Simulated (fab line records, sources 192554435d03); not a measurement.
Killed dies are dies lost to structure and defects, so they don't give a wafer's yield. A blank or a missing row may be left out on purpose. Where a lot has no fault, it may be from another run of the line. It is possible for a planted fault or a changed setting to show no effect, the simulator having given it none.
fab line records | flow n5Finfet
record lots=5 wafers=15 lastDay=19
route steps=1938 shown BEOL_M6@1227 PASSIVATION@1936
lots untouched by any fault: they come from a run of this same line in which no faults occurred
startH: start of the lot's first displayed wafer, in hours after the record's first day | waitH: hours elapsed since this lot's preceding step | " the same as in the row above | L1.1+2: a row that stands for several wafers | - no value, or no start given | * or withheld: withheld | < > ~ a bound
route shown NAME@n: a module of which the file shows steps, and the number in the route of the first | usual: average and standard deviation across the fault-free wafers | same: alike in all rows | chamber/n: place in a boat | sites: the reading at each site | _std_site: the standard deviation of these | _edge_site: outer sites' mean less inner sites' | radiusMm: for every site, how far away it sits from the centre of the wafer | mask NAME#n: copy n | behind: tool/chamber where the wafer was last shaped | hold: reason for holding the lot/hours on hold/outcome of the hold | device: which transistor (n, p or np) failed to switch | end of line: at the end of the route, the tests of the same wafers | a step given without rows: its recipe and nothing more | killed: the dies lost at the first sort to structure and to defects; this is not the yield of the wafer | map: the dies of a wafer, with x for killed, . for not killed, _ for no die there
set.NAME: the setting the step ran with; set.NAME@STEP: the setting that earlier step ran with | model.NAME: the simulator's own value behind a step, which no gauge read
lots at selected steps of the route; one table per step, one row per wafer
services: from which hour (startH, from the record's first day; less than 0 if before it) a tool's chamber was out of use, for how many hours, and why
## steps
# step N5_BEOL_M6_CD_MEAS_28
# recipe targetCdNm=40 landingEnergyEv=500 detector=seInlens
# usual cdNm=40.06/0.26
# columns lot.wafer tool chamber startH waitH cdNm
L901.3 cdSem-03 0 193.80 - 40.15
L901.4 " 0 " " 40.09
L901.5 " 0 " " 39.99
L903.1 cdSem-01 0 213.86 - 39.19
L903.2 " 0 " " 39.59
L903.6 " 0 " " 39.84
L913.1 cdSem-03 0 277.52 - 39.69
L913.5 " 0 " " 40.13
L913.6 " 0 " " 40.35
L919.4 cdSem-01 0 331.44 - 39.96
L919.5 " 0 " " 40.20
L919.6 " 0 " " 39.76
L923.1 cdSem-02 0 360.11 - 40.37
L923.4 " 0 " " 40.36
L923.6 " 0 " " 39.94
# step N5_BEOL_M6_OVL_MEAS_29
# recipe pointsPerWafer=522
# usual V5_OVL=-0.5/0.68
# columns lot.wafer tool chamber startH waitH V5_OVL[nm]
L901.3 overlay-01 0 193.84 0.0 -0.3
L901.4 " 0 " " 0.1
L901.5 " 0 " " -0.6
L903.1 overlay-01 0 213.89 0.0 0.1
L903.2 " 0 " " 0.4
L903.6 " 0 " " 0.6
L913.1 overlay-01 0 277.55 0.0 -1.6
L913.5 " 0 " " -2.0
L913.6 " 0 " " -0.4
L919.4 overlay-02 0 331.49 0.0 -0.6
L919.5 " 0 " " -1.0
L919.6 " 0 " " -0.7
L923.1 overlay-01 0 360.14 0.0 0.2
L923.4 " 0 " " 0.0
L923.6 " 0 " " 0.2
# step N5_BEOL_M6_INSPECT_30
# recipe mode=adi inspectInstrument=brightfield
# usual rawDefectCount=405/87
# columns lot.wafer tool chamber startH waitH rawDefectCount
L901.3 defectInspect-01 - 193.89 0.0 460
L901.4 " - " " 425
L901.5 " - " " 479
L903.1 defectInspect-01 - 213.95 0.1 548
L903.2 " - " " 452
L903.6 " - " " 527
L913.1 defectInspect-01 - 277.61 0.1 234
L913.5 " - " " 450
L913.6 " - " " 287
L919.4 defectInspect-01 - 331.53 0.0 473
L919.5 " - " " 439
L919.6 " - " " 577
L923.1 defectInspect-02 - 360.20 0.1 302
L923.4 " - " " 320
L923.6 " - " " 267
# step N5_BEOL_M6_DESCUM_33
# recipe chemistry=O2 timeS=7 sourcePowerW=50 biasPowerW=20 pressureMtorr=20 rfFrequencyHz=2.712e+07 tempC=40 resist=CAR-EUV o2FlowSccm=225
# step N5_BEOL_M6_ETCH_72
# recipe chemistry=N2/H2 target=underlayer targetDepthA=65 maskMaterial=CAR-EUV timeS=5.2 ionEnergyEv=200 pressureMtorr=30 sourceW=840 biasW=150 n2FlowSccm=200 h2FlowSccm=200 ends=cleared
# usual biasW=150.0/0.48 drypumpMotorCurrentA=5.5/0.3 etchRfOnTimeS=5.17/0.14 oesProductAu=0.69/0.084 rfVppV=524.0/2.5 showerheadPlenumPTorr=2.55/0.088 throttleValvePct=17.77/0.26
# columns lot.wafer tool chamber startH waitH biasW drypumpMotorCurrentA etchRfOnTimeS oesProductAu rfHoursCounterH rfVppV showerheadPlenumPTorr throttleValvePct
L901.3 rieDiel-04 3 193.96 0.0 150.2 5.2 5.28 0.62 178 524.6 2.55 17.95
L901.4 " 1 " " 149.9 5.9 5.21 0.61 - 519.3 2.42 17.80
L901.5 " 0 " " 149.9 5.5 5.38 0.59 - 522.8 2.52 17.96
L903.1 rieDiel-03 0 214.11 0.0 150.6 5.8 5.23 0.77 22 527.0 2.60 17.40
L903.2 " 1 " " 149.5 5.8 5.16 0.57 248 526.5 2.61 18.15
L903.6 " 1 " " 149.5 5.8 5.15 0.57 - 525.6 2.61 18.19
L913.1 rieDiel-01 3 277.68 0.0 149.9 5.2 5.19 0.71 72 522.4 2.46 17.57
L913.5 " 3 " " 150.5 5.2 5.13 0.70 - 521.4 2.46 17.56
L913.6 " 0 " " 149.5 5.3 5.56 0.56 - 524.2 2.61 18.00
L919.4 rieDiel-03 1 331.60 0.0 150.8 5.8 5.00 0.78 31 525.1 2.60 17.82
L919.5 " 3 " " 149.8 5.4 5.17 0.67 - 525.1 2.56 17.91
L919.6 " 0 " " 150.1 5.8 5.23 0.71 - 525.2 2.59 17.43
L923.1 rieDiel-01 1 360.29 0.0 149.7 5.6 5.20 0.77 26 526.6 2.70 17.40
L923.4 " 2 " " 149.8 5.8 5.41 0.59 247 519.5 2.39 17.99
L923.6 " 3 " " 149.6 5.2 5.19 0.67 - 518.9 2.45 17.62
# step N5_BEOL_M6_ETCH_65
# recipe chemistry=CF4 target=SiARC targetDepthA=156 maskMaterial=CAR-EUV timeS=26 ionEnergyEv=80 pressureMtorr=40 sourceW=545 biasW=36 Ar_flow_sccm=100 cf4FlowSccm=100 ends=cleared
# step N5_BEOL_M6_ETCH_66
# recipe chemistry=N2/H2 target=SOC targetDepthA=800 overetchA=160 maskMaterial=SiARC tempC=40 timeS=120 ionEnergyEv=200 pressureMtorr=30 sourceW=840 biasW=150 n2FlowSccm=200 h2FlowSccm=200
# step N5_BEOL_M6_STRIP_69
# recipe chemistry=N2/H2 tempC=40 n2FlowSccm=200 h2FlowSccm=200 rfFrequencyHz=6e+07
# step N5_BEOL_M6_STRIP_73
# recipe chemistry=N2/H2 tempC=40 n2FlowSccm=200 h2FlowSccm=200 rfFrequencyHz=6e+07
# step N5_BEOL_M6_VIA_ETCH_34
# recipe chemistry=C4F6/O2 target=SiCOH_lowk targetDepthA=1263 maskMaterial=SOC taperDeg=4 timeS=50.9 ionEnergyEv=250 pressureMtorr=30 sourceW=345 biasW=185 Ar_flow_sccm=300 C4F6_flow_sccm=10 O2_flow_sccm=10
# step N5_BEOL_M6_STRIP_76
# recipe chemistry=C4F6/O2 resist=SiARC rfFrequencyHz=6e+07
# step N5_BEOL_M6_STRIP_36
# recipe chemistry=N2/H2 powerW=450 tempC=40 pressureMtorr=20 rfFrequencyHz=6e+07 overashFraction=0.3 biasPowerW=7 h2Frac=0.5 n2FlowSccm=200 h2FlowSccm=200
# usual biasPowerW=7.003/0.02 drypumpMotorCurrentA=5.50/0.3 oesProductAu=0.81/0.098 rfVppV=59.2/1.5 showerheadPlenumPTorr=2.55/0.088 throttleValvePct=23.6/0.33
# columns lot.wafer tool chamber startH waitH biasPowerW drypumpMotorCurrentA oesProductAu rfHoursCounterH rfVppV showerheadPlenumPTorr throttleValvePct
L901.3 rieDiel-04 3 194.15 0.0 7.001 5.24 0.74 178 61.5 2.54 23.8
L901.4 " 1 " " 7.021 5.92 0.70 - 58.8 2.41 23.4
L901.5 " 0 " " 7.011 5.56 0.71 - 57.7 2.52 23.9
L903.1 rieDiel-03 0 214.31 0.0 6.996 5.85 0.92 22 62.1 2.60 23.2
L903.2 " 1 " " 7.014 5.84 0.66 249 61.4 2.61 23.9
L903.6 " 1 " " 7.024 5.86 0.65 - 58.1 2.60 24.0
L913.1 rieDiel-01 3 277.88 0.0 7.001 5.25 0.84 73 60.0 2.46 23.1
L913.5 " 3 " " 7.006 5.28 0.83 - 57.9 2.46 23.1
L913.6 " 0 " " 6.992 5.33 0.68 - 59.4 2.60 23.8
L919.4 rieDiel-03 1 331.79 0.0 7.051 5.85 0.90 31 60.3 2.59 23.8
L919.5 " 3 " " 6.996 5.43 0.79 - 60.4 2.56 23.8
L919.6 " 0 " " 7.007 5.83 0.85 - 60.4 2.58 23.3
L923.1 rieDiel-01 1 360.49 0.0 7.000 5.64 0.90 26 62.3 2.69 23.1
L923.4 " 2 " " 6.975 5.78 0.69 247 59.7 2.39 23.6
L923.6 " 3 " " 7.005 5.24 0.79 - 57.2 2.44 23.1
# step N5_BEOL_M6_TRENCH_ETCH_37
# recipe chemistry=C4F6/O2 targetDepthA=944.35 target=SiCOH_lowk timeS=31.5 ionEnergyEv=250 pressureMtorr=30 sourceW=345 biasW=185 Ar_flow_sccm=300 C4F6_flow_sccm=10 O2_flow_sccm=10
# usual biasW=185.1/0.57 drypumpMotorCurrentA=5.5/0.3 oesProductAu=0.81/0.098 rfVppV=656/11 showerheadPlenumPTorr=2.85/0.1 throttleValvePct=20.81/0.25
# columns lot.wafer tool chamber startH waitH biasW drypumpMotorCurrentA oesProductAu rfHoursCounterH rfVppV showerheadPlenumPTorr throttleValvePct model.BEOL_M6.featureDepthNm model.etch.depthNm
L901.3 rieDiel-04 3 194.19 - 185.5 5.2 0.74 178 664 2.82 20.79 94.4 94.33
L901.4 " 1 " " 185.2 5.9 0.72 - 665 2.73 20.98 94 94.05
L901.5 " 0 " " 184.8 5.5 0.70 - 650 2.82 20.90 92.4 92.41
L903.1 rieDiel-03 0 214.35 - 185.4 5.8 0.90 22 664 2.90 20.36 96.2 96.21
L903.2 " 1 " " 185.9 5.8 0.67 249 656 2.94 21.32 93.4 93.42
L903.6 " 1 " " 185.2 5.8 0.66 - 655 2.94 21.31 92.6 92.56
L913.1 rieDiel-01 3 277.92 - 184.4 5.3 0.82 73 646 2.74 20.65 94.6 94.59
L913.5 " 3 " " 185.4 5.2 0.83 - 646 2.74 20.65 94.8 94.85
L913.6 " 0 " " 184.3 5.3 0.67 - 664 2.91 20.93 89 89.06
L919.4 rieDiel-03 1 331.83 - 186.1 5.9 0.91 31 657 2.93 21.02 98 97.93
L919.5 " 3 " " 160.2 5.4 0.78 - 565 2.84 20.86 91.4 91.45
L919.6 " 0 " " 186.1 5.8 0.85 - 663 2.89 20.42 96 95.94
L923.1 rieDiel-01 1 360.53 - 184.8 5.6 0.91 26 686 3.01 20.50 95.6 95.65
L923.4 " 2 " " 184.6 5.8 0.69 247 658 2.70 21.12 91.6 91.56
L923.6 " 3 " " 184.3 5.2 0.78 - 647 2.73 20.70 93.4 93.33
# step N5_BEOL_M6_ETCH_41
# recipe chemistry=CH3F/O2 target=SiCN targetDepthA=297 taperDeg=2 timeS=52 ionEnergyEv=120 maskMaterial=TiN pressureMtorr=30 sourceW=395 biasW=75 Ar_flow_sccm=150 CH3F_flow_sccm=30 O2_flow_sccm=20
# step N5_BEOL_M6_STRIP_80
# recipe chemistry=N2/H2 timeS=10 powerW=450 tempC=40 pressureMtorr=20 rfFrequencyHz=6e+07 biasPowerW=7 n2FlowSccm=200 h2FlowSccm=200
# usual biasPowerW=6.999/0.021 drypumpMotorCurrentA=5.5/0.3 oesProductAu=0.81/0.098 rfVppV=59.1/0.94 showerheadPlenumPTorr=2.55/0.088 throttleValvePct=23.6/0.33
# columns lot.wafer tool chamber startH waitH biasPowerW drypumpMotorCurrentA oesProductAu rfHoursCounterH rfVppV showerheadPlenumPTorr throttleValvePct
L901.3 rieDiel-04 3 - - 7.009 5.2 0.74 178 60.5 2.54 23.8
L901.4 " 1 " " 6.986 5.9 0.71 - 58.2 2.41 23.4
L901.5 " 0 " " 6.977 5.6 0.72 - 58.7 2.52 23.9
L903.1 rieDiel-03 0 - - 7.005 5.8 0.92 23 59.2 2.60 23.2
L903.2 " 1 " " 7.000 5.8 0.66 249 57.8 2.61 24.0
L903.6 " 1 " " 7.022 5.8 0.65 - 59.4 2.61 23.9
L913.1 rieDiel-01 3 - - 7.028 5.2 0.83 73 58.6 2.46 23.1
L913.5 " 3 " " 7.030 5.2 0.82 - 59.2 2.46 23.1
L913.6 " 0 " " 6.987 5.3 0.68 - 58.6 2.60 23.8
L919.4 rieDiel-03 1 - - 6.999 5.8 0.89 31 59.2 2.59 23.8
L919.5 " 3 " " 7.038 5.4 0.79 - 56.8 2.56 23.8
L919.6 " 0 " " 6.986 5.8 0.87 - 58.5 2.58 23.3
L923.1 rieDiel-01 1 - - 7.044 5.6 0.91 26 59.5 2.69 23.1
L923.4 " 2 " " 6.994 5.8 0.68 247 60.7 2.39 23.6
L923.6 " 3 " " 6.998 5.2 0.79 - 58.7 2.44 23.2
# step N5_BEOL_M6_OCD_MEAS_38
# usual trenchDepthNm=94.8/2.1
# columns lot.wafer tool chamber startH waitH trenchDepthNm
L901.3 ocd-01 - 194.35 - 94.9
L901.4 " - " " 94.1
L901.5 " - " " 92.5
L903.1 ocd-01 - 214.50 - 96.4
L903.2 " - " " 92.9
L903.6 " - " " 92.5
L913.1 ocd-01 - 278.07 - 94.7
L913.5 " - " " 94.7
L913.6 " - " " 88.7
L919.4 ocd-02 - 331.99 - 98.3
L919.5 " - " " 91.1
L919.6 " - " " 95.8
L923.1 ocd-02 - 360.68 - 94.9
L923.4 " - " " 91.6
L923.6 " - " " 93.1
# step N5_BEOL_M6_HM_STRIP_39
# recipe chemistry=peroxideTinStrip material=TiN targetDepthA=250 tempC=50 timeS=158
# step N5_BEOL_M6_SRD_40
# recipe timeS=30 tempC=23 rinseLiquid=diw dry=ipaMarangoni
# step N5_BEOL_M6_PRECLEAN_42
# recipe chemistry=residueRemover timeS=60 tempC=40
# step N5_BEOL_M6_SRD_43
# recipe timeS=30 tempC=23 rinseLiquid=diw dry=ipaMarangoni
# step N5_BEOL_M6_CD_MEAS_35
# recipe targetCdNm=40 targetCdYNm=28 polarity=opening
# usual cdNm=40.4/0.64
# columns lot.wafer tool chamber startH waitH cdNm
L901.3 cdSem-02 - 194.50 0.0 40.4
L901.4 " - " " 40.0
L901.5 " - " " 40.3
L903.1 cdSem-01 - 214.66 0.0 40.4
L903.2 " - " " 41.0
L903.6 " - " " 39.6
L913.1 cdSem-01 - 278.23 0.0 39.8
L913.5 " - " " 39.7
L913.6 " - " " 41.0
L919.4 cdSem-01 - 332.43 0.0 40.2
L919.5 " - " " 40.9
L919.6 " - " " 41.0
L923.1 cdSem-03 - 360.84 0.0 38.8
L923.4 " - " " 40.0
L923.6 " - " " 40.2
# step N5_BEOL_M6_CURE_75
# recipe tempC=370 timeS=120 ambient=DMADMS/He material=SiCOH_lowk
# step N5_BEOL_M6_DEGAS_44
# recipe ambient=vacuum tempC=250 timeS=60
# step N5_BEOL_M6_PRE_CLEAN_45
# recipe gas=H2/He timeS=30 tempC=250
# usual heaterPowerW=342/25
# columns lot.wafer tool chamber startH waitH heaterPowerW
L901.3 pvdSputter-01 - 195.26 0.0 342
L901.4 " - " " 312
L901.5 " - " " 355
L903.1 pvdSputter-02 - 216.23 0.0 322
L903.2 " - " " 334
L903.6 " - " " 320
L913.1 pvdSputter-02 - 278.64 0.0 417
L913.5 " - " " 316
L913.6 " - " " 336
L919.4 pvdSputter-03 - 332.99 0.0 348
L919.5 " - " " 331
L919.6 " - " " 336
L923.1 pvdSputter-03 - 362.16 0.0 343
L923.4 " - " " 350
L923.6 " - " " 338
# step N5_BEOL_M6_ALD_77
# recipe material=TaN targetThkA=20 tempC=275 aldPrecursorFamily=PDMAT aldCoReactant=NH3 pressureTorr=3 carrierFlowSccm=1500 pulseTimeS=2 purgeTimeS=3 coReactantPurgeTimeS=2 coReactantPulseTimeS=3 aldCycles=40 precursorVesselTempC=75 precursorVesselPressureTorr=26.25 precursorVesselCarrierSccm=1000
# step N5_BEOL_M6_SURFACE_TREAT_79
# recipe gas=Ar timeS=* ionEnergyEv=* ionCurrentMaCm2=0.5 pressureMtorr=* arFlowSccm=30
# usual throttleValvePct=*
# columns lot.wafer tool chamber startH waitH throttleValvePct
L901.3 pvdSputter-02 - 195.96 0.5 *
L901.4 " - " " *
L901.5 " - " " *
L903.1 pvdSputter-02 - 217.20 0.8 *
L903.2 " - " " *
L903.6 " - " " *
L913.1 pvdSputter-02 - 279.02 0.2 *
L913.5 " - " " *
L913.6 " - " " *
L919.4 pvdSputter-01 - 333.64 0.4 *
L919.5 " - " " *
L919.6 " - " " *
L923.1 pvdSputter-03 - 362.94 0.4 *
L923.4 " - " " *
L923.6 " - " " *
# step N5_BEOL_M6_CVD_78
# recipe material=Co targetThkA=20 tempC=withheld precursor=CCTBA/H2 pressureTorr=30 timeS=142.3
# step N5_BEOL_M6_SPUTTER_48
# recipe material=Cu targetThkA=100 tempC=-20 biasV=60 powerW=26000 chamberPressurePa=0.13 timeS=1.667
# step N5_BEOL_M6_ECD_50
# recipe material=Cu targetThkA=3000
# step N5_BEOL_M6_ANNEAL_51
# recipe tempC=225 timeS=90 ambient=N2
# step N5_BEOL_M6_CMP_52
# recipe stopOn=SiCOH_lowk tOverpolishS=6.9 downForcePsi=1 platenRpm=50 clearingPlatenDownForcePsi=1.5 clearingPlatenRpm=50 postCmpClean=cuAlkaline targetThkNm=80 clearingPlatenPadVelocityMS=0.99484 padVelocityMS=0.99484
# usual barrierFieldEndpointS=29.0/0.83 motorCurrentA=5.8/0.77 overpolishRunS=6.899/0.0093 platenRpm=50.00/0.034 timeToEndpointS=63/4
# columns lot.wafer tool chamber startH waitH barrierFieldEndpointS motorCurrentA overpolishRunS platenRpm timeToEndpointS model.Cu_of_BEOL_M6_ECD_50.thkNm
L901.4 cmp-02 2 196.93 0.2 28.8 4.5 6.886 49.99 56 77.4
L901.3 " 3 " " 28.1 6.6 6.896 49.94 58 78.4
L901.5 " 0 " " 28.5 6.0 6.907 50.03 58 77.4
L903.1 cmp-04 3 218.43 0.3 29.8 4.9 6.907 50.00 67 81
L903.2 " 0 " " 29.1 5.3 6.910 49.96 63 78.8
L903.6 " 3 " " 30.2 4.5 6.886 50.03 65 77.2
L913.1 cmp-01 2 279.70 0.3 28.5 6.3 6.911 50.04 66 80.6
L913.5 " 2 " " 29.4 6.1 6.900 49.98 65 81.6
L913.6 " 3 " " 28.6 5.8 6.901 49.96 60 73.6
L919.4 cmp-04 3 334.40 0.2 30.0 4.9 6.896 50.01 68 85.8
L919.5 " 2 " " 29.2 7.1 6.895 49.98 62 78.4
L919.6 " 3 " " 31.1 4.8 6.899 50.03 69 84
L923.4 cmp-02 1 363.76 0.2 28.6 5.2 6.915 50.09 61 77
L923.1 " 2 " " 28.5 4.8 6.900 49.98 63 82
L923.6 " 1 " " 28.7 5.4 6.905 50.05 60 78
# step N5_BEOL_M6_THK_MEAS_53
# recipe thkMeasGauge=xrf reads=Cu_of_BEOL_M6_ECD_50
# usual M6_THK=81.6/2.9
# columns lot.wafer tool chamber startH waitH M6_THK[nm]
L901.3 filmMetro-02 - 197.15 - 80.2
L901.4 " - " " 78.8
L901.5 " - " " 79.1
L903.1 filmMetro-02 - 218.73 - 82.9
L903.2 " - " " 80.3
L903.6 " - " " 79.2
L913.1 filmMetro-02 - 280.00 - 82.3
L913.5 " - " " 83.3
L913.6 " - " " 75.3
L919.4 filmMetro-01 - 334.66 - 85.6
L919.5 " - " " 78.7
L919.6 " - " " 84.0
L923.1 filmMetro-01 - 364.06 - 82.3
L923.4 " - " " 77.0
L923.6 " - " " 78.0
# step N5_PASSIVATION_PROBE_49
# usual defectLimitedYield=91.3/1.4 killed_at_M0_to_M3=33/11 killed_at_M4_up=15/6.2 killedAtContacts=13/6.5 killedAtFrontEnd=38/11 killedAtOther=3.4/2.6 killedDies=102/17 killedOpen=67/12 killedShort=34/7.9 sort_bin_5_function=5.1/0.88 sort_bin_6_memory=3.3/0.65 sortNPass=1078/17 sortYieldPct=91.3/1.4
# same grossDies=1180 killedAtBackSide=0 sort_bin_4_leakage[%]=0 sort_bin_8_speed[%]=0
# columns lot.wafer tool chamber startH waitH defectLimitedYield[%] killed_at_M0_to_M3 killed_at_M4_up killedAtContacts killedAtFrontEnd killedAtOther killedDies killedOpen killedShort sort_bin_5_function[%] sort_bin_6_memory[%] sortNPass sortYieldPct[%]
L901.3 prober-01 - 273.76 0.1 93.3 15 9 15 35 5 79 55 24 4.3 2.3 1101 93.3
L901.4 prober-01 - 273.81 0.2 91.5 25 14 30 29 2 100 62 37 5.0 3.3 1080 91.5
L901.5 prober-01 - 273.86 0.2 90.9 41 12 18 36 0 107 61 46 5.2 3.2 1073 90.9
L903.1 prober-02 - 315.73 0.0 93.0 24 13 10 29 7 83 53 29 3.7 3.1 1097 93.0
L903.2 prober-02 - 315.78 0.1 91.9 33 15 14 30 3 95 72 23 4.7 3.1 1085 91.9
L903.6 prober-02 - 315.98 0.3 92.3 26 11 12 39 3 91 62 28 3.2 4.1 1089 92.3
L913.1 prober-02 - 363.66 0.0 92.2 30 11 8 42 1 92 61 31 4.8 2.9 1088 92.2
L913.5 prober-02 - 363.86 0.2 91.0 39 13 4 48 2 106 64 41 4.7 3.9 1074 91.0
L913.6 prober-02 - 363.91 0.3 93.2 35 11 3 29 2 80 53 25 3.7 2.6 1100 93.2
L919.4 prober-02 - 420.28 0.2 91.3 32 15 17 35 4 103 59 42 4.7 3.8 1077 91.3
L919.5 prober-02 - 420.33 0.2 93.2 21 15 13 28 3 80 54 26 4.1 2.5 1100 93.2
L919.6 prober-02 - 420.38 0.3 90.8 28 18 21 40 2 109 67 38 5.3 3.3 1071 90.8
L923.1 prober-01 - 455.29 0.0 89.4 45 20 11 44 5 125 87 37 6.1 4.3 1055 89.4
L923.4 prober-01 - 455.44 0.2 89.9 36 30 8 41 4 119 94 25 5.9 4.1 1061 89.9
L923.6 prober-01 - 455.54 0.3 87.7 38 29 19 55 4 145 86 59 7.4 4.1 1035 87.7
# killed by level:class
L901.3 MOL_CONTACT_COAG:geometricParticle:open=11 FIN_SAQP:geometricParticle:short=8 DUMMY_GATE:geometricParticle:open=6 FIN_SAQP:geometricParticle:open=5 STI_FIN_REVEAL:geometricParticle:open=5 MOL_CONTACT_COAG:geometricParticle:short=4 BEOL_M0_SAQP:geometricParticle:open=4 MIM_TOP_ETCH:geometricParticle:open=4
L901.4 MOL_CONTACT_COAG:geometricParticle:open=15 MOL_CONTACT_COAG:geometricParticle:short=15 BEOL_M2:geometricParticle:open=10 BEOL_M3:geometricParticle:open=6 FIN_SAQP:geometricParticle:short=5 DUMMY_GATE:geometricParticle:open=5 BEOL_M5:geometricParticle:open=4 STI_FIN_REVEAL:geometricParticle:open=4
L901.5 MOL_CONTACT_COAG:geometricParticle:open=11 BEOL_M0_SAQP:geometricParticle:short=10 BEOL_M0_SAQP:geometricParticle:open=8 GATE_CUT:geometricParticle:open=7 MOL_CONTACT_COAG:geometricParticle:short=7 BEOL_M1:geometricParticle:open=6 DUMMY_GATE:geometricParticle:open=5 GATE_CUT:geometricParticle:short=5
L903.1 FIN_SAQP:geometricParticle:open=9 FIN_SAQP:geometricParticle:short=8 BEOL_M0_SAQP:geometricParticle:open=7 MOL_CONTACT_COAG:geometricParticle:open=6 BEOL_M0_SAQP:geometricParticle:short=6 GATE_CUT:geometricParticle:short=5 BEOL_M0:geometricParticle:open=4 BEOL_M4:geometricParticle:open=4
L903.2 BEOL_M0_SAQP:geometricParticle:open=14 FIN_SAQP:geometricParticle:open=11 BEOL_M3:geometricParticle:open=11 MOL_CONTACT_COAG:geometricParticle:open=10 FIN_SAQP:geometricParticle:short=6 BEOL_M0_SAQP:geometricParticle:short=5 BEOL_M4:geometricParticle:open=5 MOL_CONTACT_COAG:geometricParticle:short=4
L903.6 FIN_SAQP:geometricParticle:open=16 MOL_CONTACT_COAG:geometricParticle:open=10 BEOL_M0_SAQP:geometricParticle:short=8 FIN_SAQP:geometricParticle:short=7 BEOL_M0_SAQP:geometricParticle:open=7 BEOL_M3:geometricParticle:open=5 STI_FIN_REVEAL:geometricParticle:open=3 GATE_CUT:geometricParticle:short=3
L913.1 FIN_SAQP:geometricParticle:open=9 STI_FIN_REVEAL:geometricParticle:open=7 GATE_CUT:geometricParticle:short=7 BEOL_M1:geometricParticle:open=7 BEOL_M2:geometricParticle:open=7 FIN_SAQP:geometricParticle:short=5 MOL_CONTACT_COAG:geometricParticle:short=5 BEOL_M0_SAQP:geometricParticle:short=5
L913.5 FIN_SAQP:geometricParticle:open=13 BEOL_M0_SAQP:geometricParticle:open=13 FIN_SAQP:geometricParticle:short=10 BEOL_M0_SAQP:geometricParticle:short=9 GATE_CUT:geometricParticle:short=7 BEOL_M1:geometricParticle:open=6 BEOL_M4:geometricParticle:open=6 GATE_CUT:geometricParticle:open=5
L913.6 BEOL_M1:geometricParticle:open=10 FIN_SAQP:geometricParticle:open=8 BEOL_M2:geometricParticle:open=5 STI_FIN_REVEAL:geometricParticle:open=4 GATE_CUT:geometricParticle:short=4 BEOL_M0_SAQP:geometricParticle:open=4 BEOL_M0_SAQP:geometricParticle:short=4 BEOL_M3:geometricParticle:open=4
L919.4 MOL_CONTACT_COAG:geometricParticle:open=16 FIN_SAQP:geometricParticle:short=13 FIN_SAQP:geometricParticle:open=10 BEOL_M3:geometricParticle:short=8 BEOL_M0_SAQP:geometricParticle:open=4 BEOL_M0_SAQP:geometricParticle:short=4 BEOL_M2:geometricParticle:open=4 BEOL_M4:geometricParticle:open=4
L919.5 MOL_CONTACT_COAG:geometricParticle:open=13 BEOL_M4:geometricParticle:open=8 FIN_SAQP:geometricParticle:short=6 STI_FIN_REVEAL:geometricParticle:open=6 BEOL_M0_SAQP:geometricParticle:short=4 STARTING-WAFER:geometricParticle:short=4 FIN_SAQP:geometricParticle:open=3 STI_FIN_REVEAL:geometricParticle:short=3
L919.6 MOL_CONTACT_COAG:geometricParticle:open=18 FIN_SAQP:geometricParticle:short=13 BEOL_M0_SAQP:geometricParticle:short=8 FIN_SAQP:geometricParticle:open=7 BEOL_M4:geometricParticle:open=7 BEOL_M5:geometricParticle:open=6 BEOL_M0_SAQP:geometricParticle:open=5 STI_FIN_REVEAL:geometricParticle:open=4
L923.1 FIN_SAQP:geometricParticle:open=16 BEOL_M3:geometricParticle:open=14 BEOL_M4:geometricParticle:open=11 BEOL_M2:geometricParticle:open=10 MOL_CONTACT_COAG:geometricParticle:open=9 FIN_SAQP:geometricParticle:short=6 STI_FIN_REVEAL:geometricParticle:open=6 BEOL_M0_SAQP:geometricParticle:open=6
L923.4 BEOL_M4:geometricParticle:open=20 BEOL_M2:geometricParticle:open=11 FIN_SAQP:geometricParticle:open=9 BEOL_M1:geometricParticle:open=9 MOL_CONTACT_COAG:geometricParticle:open=8 STI_FIN_REVEAL:geometricParticle:open=6 DUMMY_GATE:geometricParticle:open=6 FIN_SAQP:geometricParticle:short=5
L923.6 BEOL_M4:geometricParticle:open=18 GATE_CUT:geometricParticle:short=14 MOL_CONTACT_COAG:geometricParticle:open=11 BEOL_M1:geometricParticle:short=9 FIN_SAQP:geometricParticle:short=8 MOL_CONTACT_COAG:geometricParticle:short=8 BEOL_M3:geometricParticle:open=8 BEOL_M0_SAQP:geometricParticle:open=7
## services
# columns tool chamber startH hours kind
cmp-01 - 176.50 1.6 repair
cmp-01 - 188.22 12.1 pm
cmp-01 - 206.69 5.5 pm
cmp-04 - 206.74 4.0 pm
rieDiel-03 1 218.97 - clean
rieDiel-03 1 218.97 - consumableReplace:focusRing
rieDiel-03 1 218.97 17.2 scheduledDown
rieDiel-03 1 218.97 17.2 ventCycle
cmp-04 - 224.54 0.8 repair
rieDiel-04 1 232.60 8.5 repair
rieDiel-01 3 236.72 4.0 repair
cmp-02 - 237.45 4.0 pm
cmp-02 - 246.51 0.8 repair
rieDiel-01 1 259.55 - clean
rieDiel-01 1 259.55 - consumableReplace:focusRing
rieDiel-04 2 262.52 29.1 repair
cmp-04 - 263.49 6.0 pm
cmp-01 - 273.51 0.9 repair
rieDiel-03 0 285.15 18.7 repair
cmp-02 - 289.29 2.2 repair
cmp-01 - 318.87 1.8 repair
cmp-02 - 319.89 0.4 repair
cmp-02 - 348.41 0.5 repair
rieDiel-03 2 360.21 3.0 repair
## key
firstSign step=N5_BEOL_M6_TRENCH_ETCH_37 reading=biasW direction=down sigmas=44 usual=* struck=*
effect step=N5_BEOL_M6_TRENCH_ETCH_37 reading=rfVppV direction=down sigmas=8.3 usual=656 struck=565
modelEffect step=N5_BEOL_M6_TRENCH_ETCH_37 value=BEOL_M6.featureDepthNm without=95.6 struck=91.4
modelEffect step=N5_BEOL_M6_CMP_52 value=Cu_of_BEOL_M6_ECD_50.thkNm without=82.6 struck=78.4
metAt N5_BEOL_M6_TRENCH_ETCH_37
struckWafers L919.5
fault kind=processParameterDrift tool=rieDiel-03 chamber=3 onsetH=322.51 steps=N5_BEOL_M6_TRENCH_ETCH_37 channel=biasW offset=* shape=step endH=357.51 actsIn=* stated=*
